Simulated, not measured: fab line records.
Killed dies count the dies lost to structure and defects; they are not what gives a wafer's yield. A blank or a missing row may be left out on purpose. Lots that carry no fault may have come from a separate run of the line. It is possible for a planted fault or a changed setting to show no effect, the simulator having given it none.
fab line records	flow nandHarc
record lots=7	wafers=21	lastDay=30
route steps=1302 shown A_CHANNEL_FILL_D2@615 END@1302
lots untouched by any fault: they come from a run of this same line in which no faults occurred
startH: hours from the record's first day to the start of the lot's first wafer shown	waitH: time in hours since the lot's previous step	" identical to the entry in the row above	L1.1+2: a row that stands for several wafers	- no value, or no start given	* or withheld: withheld	< > ~ a bound
route shown NAME@n: NAME is a module with steps in the file, n the number in the route of the first one	usual: average and standard deviation across the fault-free wafers	same: alike in all rows	chamber/n: place in a boat	sites: readings site by site	_std_site: standard deviation of those values	_edge_site: the outer-site mean with the inner-site mean subtracted	radiusMm: how far each site lies from the wafer's centre	mask NAME#n: copy n	behind: the last tool/chamber to shape the wafer	hold: the reason the lot was held/the length of the hold in hours/how it ended	device: transistor that didn't switch, given as n, p or np	end of line: tests of these same wafers at the route's end	a step without rows: its recipe alone	killed: dies that structure and defects cost at the first sort, which is not the same as the wafer's yield	map: a wafer's dies, x killed, . not, _ none there
set.NAME: setting as actually run; set.NAME@STEP: the setting as run at that earlier step	model.NAME: the simulator's own value behind a step, which no gauge read
lots at some steps of the route; a table a step, a row a wafer
services: a tool's chamber out of use, with start hour (startH, from the record's first day; less than 0 if before it), hours out, and reason
## steps
# step NHARC_A_CHANNEL_FILL_D2_ALD_15
# recipe targetThkA=20	pulseTimeS=60	aldCycles=19	tempC=630	pressureTorr=2	material=SiNx
# usual aldCycles=19/0	chamberPressureTorr=2.001/0.0046	precursorPulseHeightRel=1.003/0.021
# same pulseTimeS=60
lot.wafer	tool	chamber	startH	waitH	aldCycles	chamberPressureTorr	precursorPulseHeightRel
L360.2	aldSinBatch-02	0	-	-	19	1.997	0.996
L360.5	"	0	"	"	19	2.004	1.025
L360.6	"	0	"	"	19	2.003	1.001
L359.1	aldSinBatch-03	0	-	-	19	2.010	1.001
L359.5	"	0	"	"	19	2.002	1.009
L359.6	"	0	"	"	19	2.007	1.007
L373.1	aldSinBatch-03	0	-	-	19	2.003	1.013
L373.4	"	0	"	"	19	2.007	0.986
L373.6	"	0	"	"	19	1.995	1.002
L372.1	aldSinBatch-02	0	-	-	19	1.995	0.995
L372.3	"	0	"	"	19	1.990	1.023
L372.4	"	0	"	"	19	1.992	0.968
L374.1	aldSinBatch-02	0	-	-	19	2.003	0.990
L374.5	"	0	"	"	19	2.007	0.977
L374.6	"	0	"	"	19	2.009	0.998
L375.4	aldSinBatch-02	0	-	-	19	1.993	1.009
L375.5	"	0	"	"	19	1.992	0.998
L375.6	"	0	"	"	19	1.997	0.974
L376.1	aldSinBatch-02	0	-	-	19	2.000	1.003
L376.3	"	0	"	"	19	1.996	1.029
L376.6	"	0	"	"	19	1.998	0.996
# step NHARC_A_CHANNEL_FILL_D2_ALD_16
# recipe targetThkA=15	pulseTimeS=10	aldCycles=15	tempC=300	material=SiO2
# step NHARC_A_CHANNEL_FILL_D2_ANNEAL_17
# recipe tempC=850	timeS=1800
# step NHARC_A_CHANNEL_FILL_D2_CVD_18
# recipe targetThkA=30	tempC=550	material=poly-Si
# step NHARC_A_CHANNEL_FILL_D2_ETCHBACK_19
# recipe targetDepthA=50	timeS=1.7	hbrFlowSccm=150	cl2FlowSccm=50	rfW=400	icpW=400	biasW=100	chemistry=HBr/Cl2
# usual drypumpMotorCurrentA=5.8/0.37	oesProductAu=1.001/0.008	rfFwdPowerW=390.2/1.3	throttleValvePct=26.405/0.0097
lot.wafer	tool	chamber	startH	waitH	drypumpMotorCurrentA	oesProductAu	rfFwdPowerW	rfHoursCounterH	throttleValvePct
L360.2	rieSi-04	2	333.68	0.4	5.3	0.995	390.9	1.0	26.395
L360.6	"	1	"	"	5.9	0.992	388.5	-	26.411
L360.5	"	2	"	"	5.3	1.001	390.5	-	26.391
L359.1	rieSi-06	1	337.14	0.4	6.2	0.995	393.5	0.5	26.407
L359.5	"	2	"	"	5.5	0.987	392.5	-	26.406
L359.6	"	3	"	"	5.8	0.991	392.7	-	26.386
L373.4	rieSi-06	0	460.75	0.4	5.3	1.005	390.0	0.1	26.396
L373.1	"	2	"	"	5.5	1.012	389.8	0.1	26.403
L373.6	"	0	"	"	5.4	1.011	392.3	-	26.410
L372.4	rieSi-04	1	466.87	0.4	5.9	1.008	388.0	0.8	26.411
L372.1	"	3	"	"	6.2	1.004	390.3	0.8	26.413
L372.3	"	0	"	"	6.3	0.998	391.4	0.8	26.406
L374.1	rieSi-06	3	466.88	0.4	5.8	0.983	389.6	0.1	26.416
L374.6	"	2	"	"	5.5	0.995	390.2	-	26.394
L374.5	"	3	"	"	5.8	0.991	389.4	-	26.409
L376.3	rieSi-04	3	479.14	0.4	6.2	0.997	390.3	0.8	26.395
L376.1	"	2	"	"	5.3	0.995	390.7	0.9	26.394
L376.6	"	0	"	"	6.3	1.002	391.0	-	26.401
L375.4	rieSi-06	2	479.18	0.4	5.5	0.996	391.8	0.2	26.425
L375.6	"	3	"	"	5.8	0.992	393.0	-	26.399
L375.5	"	0	"	"	5.3	0.993	390.6	-	26.405
# step NHARC_A_CHANNEL_FILL_D2_ETCHBACK_20
# recipe targetDepthA=270	timeS=13.5	c4f8FlowSccm=withheld	o2FlowSccm=8	arFlowSccm=withheld	rfW=600	biasW=1500	chemistry=C4F8/O2/Ar
# usual oesProductAu=0.986/0.03	rfFwdPowerW=587/3.6	rfVppV=981/5.9
lot.wafer	tool	chamber	startH	waitH	oesProductAu	rfFwdPowerW	rfHoursCounterH	rfVppV
L360.2	rieDiel-09	2	333.80	-	1.006	587	0.5	989
L360.5	"	1	"	"	1.005	585	-	986
L360.6	"	2	"	"	1.009	583	-	988
L359.1	rieDiel-09	3	337.23	-	1.009	587	0.1	978
L359.6	"	3	"	"	1.005	587	-	977
L359.5	"	0	"	"	1.008	592	-	979
L373.4	rieDiel-09	0	460.89	-	0.994	593	4.9	979
L373.1	"	1	"	"	0.993	586	4.3	987
L373.6	"	3	"	"	0.981	582	-	978
L374.1	rieDiel-09	0	466.99	-	1.006	590	5.0	978
L374.6	"	0	"	"	1.004	594	-	980
L374.5	"	1	"	"	1.015	583	-	987
L372.3	rieDiel-12	3	467.00	-	0.984	585	0.2	975
L372.1	"	0	"	"	0.984	594	0.2	973
L372.4	"	1	"	"	0.994	588	0.1	984
L376.3	rieDiel-02	1	479.28	-	1.005	587	15.9	988
L376.1	"	2	"	"	1.001	586	15.2	984
L376.6	"	1	"	"	1.001	589	-	987
L375.4	rieDiel-09	1	479.29	-	0.990	585	4.9	986
L375.5	"	0	"	"	0.975	593	-	979
L375.6	"	1	"	"	0.980	584	-	985
# step NHARC_A_CHANNEL_FILL_D2_STRIP_28
# recipe timeS=20	o2FlowSccm=500	arFlowSccm=0	biasW=0	chemistry=O2
# usual drypumpMotorCurrentA=6.14/0.25	mfcArSccm=0.003/0.0062	oesProductAu=1.002/0.0065	rfVppV=57.9/1	showerheadPlenumPTorr=3.59/0.15	throttleValvePct=17.036/0.009
lot.wafer	tool	chamber	startH	waitH	drypumpMotorCurrentA	mfcArSccm	oesProductAu	rfHoursCounterH	rfVppV	showerheadPlenumPTorr	throttleValvePct
L360.2	rieDiel-09	3	333.89	0.1	6.06	0	0.996	0	57.6	3.50	17.035
L360.5	"	3	"	"	6.10	0	0.993	-	58.0	3.50	17.032
L360.6	"	0	"	"	6.53	0	0.992	-	57.8	3.54	17.039
L359.1	rieDiel-09	3	337.32	0.1	6.06	0	0.996	0.1	56.3	3.50	17.032
L359.5	"	3	"	"	6.06	0	0.991	-	56.6	3.50	17.053
L359.6	"	0	"	"	6.51	0	0.994	-	57.2	3.54	17.030
L373.1	rieDiel-09	3	460.97	0.1	6.05	0	1.005	4.2	58.1	3.50	17.029
L373.4	"	1	"	"	6.42	0	1.013	4.3	58.9	3.73	17.049
L373.6	"	0	"	"	6.52	0	1.012	-	58.7	3.54	17.017
L372.4	rieDiel-12	2	467.09	0.1	5.77	0	0.993	0.2	58.8	3.72	17.055
L372.1	"	3	"	"	5.91	0	1.004	0.2	59.4	3.42	17.019
L372.3	"	0	"	"	5.99	0.011	0.997	0.2	56.2	3.37	17.028
L374.1	rieDiel-09	2	467.10	0.1	6.26	0	0.999	4.3	58.5	3.79	17.043
L374.6	"	3	"	"	6.00	0	1.002	-	57.2	3.50	17.042
L374.5	"	0	"	"	6.54	0	1.015	-	57.1	3.54	17.040
L375.4	rieDiel-09	1	479.38	0.1	6.38	0	1.006	4.9	57.9	3.73	17.027
L375.5	"	0	"	"	6.51	0	1.004	-	55.7	3.54	17.026
L375.6	"	1	"	"	6.40	0	1.003	-	57.8	3.73	17.046
L376.1	rieDiel-02	1	479.39	0.1	6.06	0	1.003	15.9	59.6	3.78	17.048
L376.3	"	2	"	"	6.43	0.030	1.014	15.2	58.1	3.67	17.040
L376.6	"	1	"	"	6.03	0	0.994	-	59.7	3.78	17.026
# step NHARC_A_CHANNEL_FILL_D2_PRECLEAN_21
# recipe timeS=30	chemistry=dHF
# step NHARC_A_CHANNEL_FILL_D2_SRD_23
# step NHARC_A_CHANNEL_FILL_D2_CVD_05
# recipe targetThkA=50	tempC=550	material=poly-Si
# step NHARC_A_CHANNEL_FILL_D2_ANNEAL_22
# recipe tempC=620	timeS=7200
# step NHARC_A_CHANNEL_FILL_D2_ALD_25
# recipe targetThkA=600	pulseTimeS=10	aldCycles=600	tempC=300	material=SiOx
# usual aldCycles=600/0	heaterPowerW=468/32	precursorPulseHeightRel=0.995/0.02
# same pulseTimeS=10
lot.wafer	tool	chamber	startH	waitH	aldCycles	heaterPowerW	precursorPulseHeightRel
L360.2	aldHk-03	2	345.70	0.1	600	499	0.986
L360.6	"	2	348.18	2.5	600	487	0.979
L360.5	"	3	"	"	600	461	1.005
L359.1	aldHk-04	0	350.93	1.6	600	447	0.992
L359.5	"	0	353.40	4.1	600	456	1.006
L359.6	"	1	"	"	600	478	0.975
L373.4	aldHk-03	0	474.30	0.1	558	446	1.000
L373.1	"	2	475.55	1.3	558	492	0.995
L373.6	"	0	476.79	2.6	558	453	1.012
L372.3	aldHk-02	2	478.77	0.0	600	509	0.997
L372.1	"	0	480.01	1.3	600	432	1.028
L372.4	"	1	"	"	600	453	0.977
L374.1	aldHk-03	1	478.77	0.1	558	459	0.988
L374.6	"	1	481.21	2.5	558	447	0.923
L374.5	"	2	"	"	558	522	0.976
L376.1	aldHk-03	2	491.20	0.1	558	507	1.030
L376.3	"	3	"	"	558	431	0.993
L376.6	"	3	494.32	3.2	558	426	0.992
L375.4	aldHk-04	3	492.43	1.3	600	461	0.993
L375.5	"	1	493.67	2.5	600	454	0.985
L375.6	"	2	"	"	600	453	1.012
# step NHARC_A_CHANNEL_FILL_D2_ETCHBACK_08
# recipe targetDepthA=2200	timeS=110	c4f8FlowSccm=20	arFlowSccm=withheld	rfW=600	biasW=300	chemistry=C4F8
# usual oesProductAu=0.96/0.035	rfFwdPowerW=596.4/2	rfVppV=442.0/2.9
lot.wafer	tool	chamber	startH	waitH	oesProductAu	rfFwdPowerW	rfHoursCounterH	rfVppV
L360.2	rieDiel-12	0	-	-	0.92	596.0	2	437.5
L360.5	"	2	"	"	0.92	594.3	-	445.0
L360.6	"	3	"	"	0.92	592.5	-	438.3
L359.1	rieDiel-09	0	-	-	0.94	597.1	1	441.6
L359.5	"	3	"	"	0.92	596.3	-	441.4
L359.6	"	0	"	"	0.93	598.2	-	440.5
L373.1	rieDiel-12	2	-	-	0.95	597.3	0	444.4
L373.4	"	1	"	"	0.94	596.6	0	442.6
L373.6	"	2	"	"	0.95	597.9	-	444.1
L374.1	rieDiel-12	1	-	-	1.00	596.0	1	443.5
L374.5	"	2	"	"	1.00	596.9	-	443.8
L374.6	"	3	"	"	0.99	597.3	-	437.0
L372.3	rieDiel-02	0	-	-	1.01	594.6	15	444.7
L372.1	"	2	"	"	0.99	596.2	15	443.6
L372.4	"	2	"	"	1.00	595.5	-	444.1
L375.4	rieDiel-09	0	-	-	0.93	595.7	6	442.3
L375.5	"	0	"	"	0.94	594.4	-	442.7
L375.6	"	1	"	"	0.93	592.6	-	445.3
L376.3	rieDiel-12	3	-	-	1.00	594.3	1	439.4
L376.1	"	0	"	"	0.99	596.0	1	437.4
L376.6	"	1	"	"	1.00	596.2	-	444.4
# step NHARC_END_SORT_01
# recipe tempC=25
# usual killedAtArray=56/21	killedAtOther=1.2/1.6	killedAtPeriphery=3.7/2.5	killedDies=61/21	killedOpen=3.1/1.8	killedShort=2.8/1.7
# same grossDies=677
lot.wafer	tool	chamber	startH	waitH	killedAtArray	killedAtOther	killedAtPeriphery	killedDies	killedOpen	killedShort
L360.2	prober-02	0	561.26	2.8	69	3	5	77	0	2
L360.5	prober-02	0	563.63	3.7	73	3	8	84	5	0
L360.6	prober-02	0	564.42	4.0	80	5	3	88	4	5
L372.3	prober-02	0	691.96	3.1	17	0	1	18	2	4
L374.1	prober-01	0	698.30	2.5	60	0	5	65	1	3
L374.5	prober-01	0	701.52	3.7	65	1	4	70	2	1
L374.6	prober-01	0	702.32	4.0	66	0	8	74	0	7
# killed by level:class
L360.2 A_CHANNEL_HOLE_D1:chamberFilmFlake=32 A_SLIT:chamberFilmFlake=16 A_CHANNEL_HOLE_D2:chamberFilmFlake=6 A_CHANNEL_FILL_D2:chamberFilmFlake=3 A_STAIRCASE:chamberFilmFlake=3 A_SGD_CUT:chamberFilmFlake=3 A_CONTACT:chamberFilmFlake=3 THIN_TSV:chamberFilmFlake=3
L360.5 A_CHANNEL_HOLE_D1:chamberFilmFlake=34 A_SLIT:chamberFilmFlake=20 A_CHANNEL_HOLE_D2:chamberFilmFlake=8 A_CONTACT:chamberFilmFlake=5 P_BONDPAD:chamberFilmFlake=3 THIN_TSV:chamberFilmFlake=3 P_ZERO_WELL:chamberFilmFlake=2 A_CHANNEL_FILL_D2:chamberFilmFlake=2
L360.6 A_CHANNEL_HOLE_D1:chamberFilmFlake=32 A_SLIT:chamberFilmFlake=22 A_CONTACT:chamberFilmFlake=6 A_SGD_CUT:chamberFilmFlake=5 THIN_TSV:chamberFilmFlake=5 A_ONON_D2:geometricParticle:short=3 A_CHANNEL_HOLE_D2:chamberFilmFlake=3 A_STAIRCASE:chamberFilmFlake=3
L372.3 A_CHANNEL_HOLE_D1:chamberFilmFlake=7 A_SLIT:chamberFilmFlake=3 A_ONON_D2:geometricParticle:open=2 P_STI:geometricParticle:short=1 A_CHANNEL_FILL_D1:geometricParticle:short=1 A_DECK1_JOINT:geometricParticle:short=1 A_ONON_D2:geometricParticle:short=1 A_WL_FILL:chamberFilmFlake=1
L374.1 A_SLIT:chamberFilmFlake=31 A_CHANNEL_HOLE_D2:chamberFilmFlake=15 A_CHANNEL_HOLE_D1:chamberFilmFlake=5 A_CONTACT:chamberFilmFlake=3 A_CHANNEL_FILL_D2:chamberFilmFlake=2 P_M1:geometricParticle:open=1 A_CHANNEL_FILL_D1:geometricParticle:short=1 A_ONON_D2:geometricParticle:short=1
L374.5 A_SLIT:chamberFilmFlake=30 A_CHANNEL_HOLE_D2:chamberFilmFlake=24 A_CHANNEL_HOLE_D1:chamberFilmFlake=6 P_CONTACT:chamberFilmFlake=3 A_CHANNEL_FILL_D1:chamberFilmFlake=2 A_ONON_D1:geometricParticle:open=1 A_WL_FILL:geometricParticle:open=1 STARTING-WAFER:geometricParticle:short=1
L374.6 A_SLIT:chamberFilmFlake=30 A_CHANNEL_HOLE_D2:chamberFilmFlake=16 A_CHANNEL_HOLE_D1:chamberFilmFlake=5 A_STAIRCASE:chamberFilmFlake=4 P_M2:chamberFilmFlake=3 A_CHANNEL_FILL_D1:geometricParticle:short=2 A_CHANNEL_FILL_D1:chamberFilmFlake=2 A_CONTACT:chamberFilmFlake=2
## services
tool	chamber	startH	hours	kind
aldHk-03	-	311.49	0.8	repair
rieDiel-09	-	320.10	9.0	pm
rieSi-04	3	332.55	6.8	repair
rieSi-04	1	334.62	15.4	repair
aldHk-04	-	337.39	2.4	repair
rieSi-04	-	342.00	9.0	pm
rieDiel-09	2	358.30	4.7	repair
rieDiel-09	3	362.89	3.5	repair
aldHk-03	-	391.92	10.0	pm
rieDiel-02	-	393.70	9.0	pm
rieSi-04	3	397.93	4.7	repair
rieDiel-12	2	401.70	3.6	repair
rieDiel-02	-	406.24	0.5	repair
rieDiel-02	2	411.06	2.5	repair
rieDiel-12	3	415.47	33.8	repair
rieDiel-12	-	420.59	0.4	repair
rieSi-06	3	421.02	4.5	repair
rieSi-06	1	422.25	3.1	repair
rieSi-06	-	426.00	9.0	pm
rieDiel-02	3	429.12	57.0	repair
rieDiel-12	2	438.62	13.4	repair
rieDiel-12	-	445.40	9.0	pm
aldSinBatch-02	-	476.11	3.7	repair
rieSi-06	-	489.84	8.0	repair
## key
firstSign step=NHARC_A_CHANNEL_FILL_D2_ALD_25	reading=aldCycles	direction=down	sigmas=99+	usual=600	struck=558
effect none on later readings
metAt NHARC_A_CHANNEL_FILL_D2_ALD_25
struckWafers L373.1,L373.4,L373.6,L374.1,L374.5,L374.6,L376.1,L376.3,L376.6
testerLeftOut L373,L374,L376
fault kind=processParameterDrift	tool=aldHk-03	chamber=-	onsetH=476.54	steps=NHARC_A_CHANNEL_FILL_D2_ALD_25	channel=aldCycles	offset=-42	shape=step	endH=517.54	actsIn=theseRecipesOnly	stated=600
# testerLeftOut: of these lots the tester's yield and bins aren't shown, on N5 and GAA mostly nor the transistor test; their killed dies are dies lost to structure and defects alone, not to doping, threshold or leakage, so they don't give the yield
